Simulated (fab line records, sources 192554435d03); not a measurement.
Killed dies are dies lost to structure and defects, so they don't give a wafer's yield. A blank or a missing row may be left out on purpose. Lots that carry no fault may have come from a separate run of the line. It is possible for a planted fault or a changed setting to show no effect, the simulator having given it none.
Code-filled problem report in 8D (eight disciplines) form | flow n5-finfet | the parts of the form that need people (team, actions taken, sign-off) are left out

## 1. THE PROBLEM
At N5_BEOL_M8_ETCH_66, rf-fwd-power-W averages 634.0 W over 9 wafers from 3 lots, while fault-free wafers read 835.4 W, standard deviation 2.7. That is -75 standard deviations from the usual mean.
The step: etches SOC in N2/H2, target depth 80 nm, overetch 16 nm, time 120 s.
First seen on wafer L776.2, day 13 05:32, on rie-diel-05. At this step, 31 wafers from 11 lots have a number in the record. The rule behind "out" and "out of limits": a value lying over 4 standard deviations away from the usual mean. Any other wafer with a number is counted as sound.

## 2. WHAT IT IS AND WHAT IT IS NOT
question                    | is                       | is not
which readings at this step | rf-fwd-power-W, rf-vpp-V | drypump-motor-current-A, oes-product-au, showerhead-plenum-p-Torr, throttle-valve-pct
which lots                  | L776, L778, L781         | L765, L766, L768, L769, L770, L782, L783, L785
which wafers of those lots  | all that have a number   | -
read on which tools         | rie-diel-05              | rie-diel-02, rie-diel-06
when                        | from day 13 05:32        | up to then (15 sound wafers); but 7 sound wafers of L782, L783, L785 came after

## 3. WHAT RULES OUT EACH SUSPECT
Counting: a tool at a process step up to the reading stays a suspect if it ran every lot that is out and no sound lot after the first of them.
- rie-diel-05 at N5_BEOL_M8_DESCUM_33 (chemistry O2, time 7 s): kept. It processed each lot that is out, first L776 at day 13 05:28, and no sound lot thereafter; up to then, the last sound lot it processed was L770 at day 11 11:56.
- rie-diel-05 at N5_BEOL_M8_ETCH_66 (etches SOC in N2/H2, target depth 80 nm, overetch 16 nm, time 120 s): kept. It processed each lot that is out, first L776 at day 13 05:32, and no sound lot thereafter; up to then, the last sound lot it processed was L770 at day 11 12:01. Out on those wafers are its own readings of rf-fwd-power-W, rf-vpp-V.
Remaining after the count are rie-diel-05 at N5_BEOL_M8_DESCUM_33 and rie-diel-05 at N5_BEOL_M8_ETCH_66.

## 4. THE CAUSE (what the simulator had put in)
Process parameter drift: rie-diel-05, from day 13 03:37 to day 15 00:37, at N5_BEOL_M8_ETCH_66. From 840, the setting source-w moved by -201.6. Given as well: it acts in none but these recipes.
After counting, 2 suspects remain, this tool included.

## 5. THE CHAIN OF EFFECTS, in route order
Each row: a reading where the mean over the struck wafers with a number is more than 3 standard deviations away from the usual. Readings are gone through only where the record gives a usual standard deviation; hours: the median, over the lots, of the time from a lot's start at the first step in this table giving one to that lot's start at this step; sigmas: the change measured in usual standard deviations.
hours | step               | reading        | usual   | on struck wafers | change | sigmas
0     | N5_BEOL_M8_ETCH_66 | rf-fwd-power-W | 835.4 W | 634.0            | -201.4 | -75
0     | N5_BEOL_M8_ETCH_66 | rf-vpp-V       | 524.2 V | 572.2            | +48.0  | +18
Its process steps:
- N5_BEOL_M8_ETCH_66: etches SOC in N2/H2, target depth 80 nm, overetch 16 nm, time 120 s.

## 6. HOW IT WOULD HAVE BEEN CAUGHT EARLIER
First out-of-limits reading in this record: day 13 05:32, which is 2 hours after fault onset at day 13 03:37.
